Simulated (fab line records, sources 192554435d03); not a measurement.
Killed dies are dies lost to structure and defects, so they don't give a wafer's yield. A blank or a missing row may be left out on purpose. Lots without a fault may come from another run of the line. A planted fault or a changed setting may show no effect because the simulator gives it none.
Chamber matching | flow n5_finfet | N5_HKMG_FIN_CVD_62 on thermal_cvd_si-01: 3 sister chambers
The step deposits a-Si from Si2H6, target thk 3 nm, time 20.8 s. 6 wafers are shown with their chamber, then 9 later ones without.

WAFERS WITH THEIR CHAMBER
wafer  | chamber | heater_power_w (W)
L323.5 | 2       | 1523
L325.4 | 1       | 1240
L325.6 | 0       | 1326
L327.2 | 1       | 1267
L327.4 | 0       | 1341
L327.6 | 2       | 1551

WAFERS WITHOUT THEIR CHAMBER
wafer  | heater_power_w (W)
L329.2 | 1223
L329.3 | 1541
L329.5 | 1346
L333.2 | 1240
L333.4 | 1531
L333.5 | 1347
L335.3 | 1520
L335.5 | 1537
L335.6 | 1311

WHICH CHAMBER EACH WENT THROUGH
wafer  | from the rows above | in truth
L329.2 | 1                   | 1
L329.3 | 2                   | 2
L329.5 | 0                   | 0
L333.2 | 1                   | 1
L333.4 | 2                   | 2
L333.5 | 0                   | 0
L335.3 | 2                   | 2
L335.5 | 2                   | 2
L335.6 | 0                   | 0
Placed correctly: 9 of 9. Can't be placed from these rows: 0. Placed wrongly: 0.
How it was worked out, from the rows above alone: a wafer's distance from a chamber is the root of the sum, over the readings, of the square of ((its reading less the chamber's mean) divided by the reading's scatter). The wafer belongs to the nearest chamber; if the next one is less than 2 further off, it can't be placed. A chamber's mean is the mean of its shown wafers. The scatter: the root of (the sum of the squares of (reading less its chamber's mean) over the shown wafers, divided by (wafers less chambers)).
